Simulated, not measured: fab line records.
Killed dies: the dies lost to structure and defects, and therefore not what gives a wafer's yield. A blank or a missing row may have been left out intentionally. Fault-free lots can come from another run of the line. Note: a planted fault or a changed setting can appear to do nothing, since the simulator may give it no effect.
Lot-split experiment | flow n5 finfet | 21 wafers read across 7 lots, on a route 1938 steps long

== SPLIT DETAILS ==
At N5_BEOL_M0_SAQP_PECVD_96 (deposits a-Si from SiH4/He, target thk 45 nm, time 45.2 s), the setting time s was moved away from the recipe's 45.2 s on 5 of the 21 wafers read, by -11.8% to +11.0%. This setting was run at the recipe's value on the other wafers.

The reading comes from the split's own step.

== THE READING ==
a-Si_of_BEOL_M0_SAQP_PECVD_96.thk nm (the simulator's own value, which no gauge read), in nm, at N5_BEOL_M0_SAQP_PECVD_96 (deposits a-Si from SiH4/He, target thk 45 nm, time 45.2 s). The file does not state a usual value for it. Here, 16 wafers ran the recipe; their average is 45.1 nm with a standard deviation of 0.39 nm.

wafer  | tool, chamber at the split | time s as run, s | against the recipe | a-Si_of_BEOL_M0_SAQP_PECVD_96.thk nm, nm | against lot-mates on the recipe
L074.1 | pecvd-04, 1                | 48.86            | +8.1%              | 48                                       | +2.4
L074.2 | pecvd-04, 0                | 45.2             | recipe             | 45.6                                     | -
L074.6 | pecvd-04, 2                | 48.86            | +8.1%              | 48.8                                     | +3.2
L076.1 | pecvd-03, 0                | 42.56            | -5.8%              | 43                                       | -2.4
L076.2 | pecvd-03, 2,1              | 45.2             | recipe             | 45.4                                     | -
L076.3 | pecvd-03, 2,1              | 45.2             | recipe             | 45.4                                     | -
L082.1 | pecvd-04, 0                | 45.2             | recipe             | 44.6                                     | -
L082.4 | pecvd-04, 1                | 45.2             | recipe             | 44.8                                     | -
L082.6 | pecvd-04, 0                | 45.2             | recipe             | 45.2                                     | -
L087.4 | pecvd-01, 2                | 45.2             | recipe             | 45.2                                     | -
L087.5 | pecvd-01, 1                | 45.2             | recipe             | 45                                       | -
L087.6 | pecvd-01, 0                | 39.88            | -11.8%             | 39.8                                     | -5.3
L089.1 | pecvd-01, 0                | 45.2             | recipe             | 44.6                                     | -
L089.2 | pecvd-01, 1                | 45.2             | recipe             | 44.8                                     | -
L089.4 | pecvd-01, 1                | 50.18            | +11.0%             | 50.2                                     | +5.5
L094.1 | pecvd-04, 1                | 45.2             | recipe             | 44.6                                     | -
L094.3 | pecvd-04, 1                | 45.2             | recipe             | 45.6                                     | -
L094.5 | pecvd-04, 0                | 45.2             | recipe             | 45                                       | -
L095.2 | pecvd-01, 2                | 45.2             | recipe             | 45                                       | -
L095.4 | pecvd-01, 0                | 45.2             | recipe             | 45.6                                     | -
L095.6 | pecvd-01, 0                | 45.2             | recipe             | 45.8                                     | -
Rows listing several chambers each stand for several wafers; the file does not say which wafer went through which chamber.

THE FIT
A straight line over all 21 wafers: a-Si_of_BEOL_M0_SAQP_PECVD_96.thk nm changes by +0.433 nm for each +1% of time s; r = +0.98; the points scatter about the line by 0.4 nm.
The same after taking each lot's own level away (the mean of its wafers on the recipe; 21 wafers): +0.43 nm for each +1%; r = +0.98; scatter 0.39 nm.
Per that fit: largest time s move, reading shift of 5.1 nm.
Across the lots, their own levels run from 44.70 to 45.60 nm, a range of 2.3 times the standard deviation given above.
Hence the lot-to-lot level has little effect on the slope; both slopes agree.
Check: -4.95 nm against its lot-mates is what the line predicts for one of the wafers moved furthest among these (-11.8%) when that wafer is left out of the fit. Against them it came out at -5.3 nm.

== FURTHER SPLITS ON THESE WAFERS ==
These wafers also went through other splits before the reading. Each is held against what the fit with the lots' levels taken away leaves over:
other split on the same wafers        | wafers away from the commonest value | r with a-Si_of_BEOL_M0_SAQP_PECVD_96.thk nm (lot level and that fit taken away)
N5_SD_EPI_P_EPI_21 time s             | 6                                    | -0.33
N5_HKMG_FIN_COAT_06 spin rpm          | 11                                   | -0.07
N5_GATE_CUT_COAT_34 spin rpm          | 9                                    | +0.23
N5_GATE_CUT_EXPOSE_10 dose mj         | 4                                    | +0.01
N5_GATE_CUT_CUT_ETCH_54 Cl2_flow_sccm | 3                                    | +0.01
N5_MOL_CONTACT_COAG_PECVD_31 time s   | 6                                    | +0.14

== THE FILE'S OWN FIT ==
a-Si_of_BEOL_M0_SAQP_PECVD_96.thk nm changes by +0.444 nm for each +1% of time s, r = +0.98.
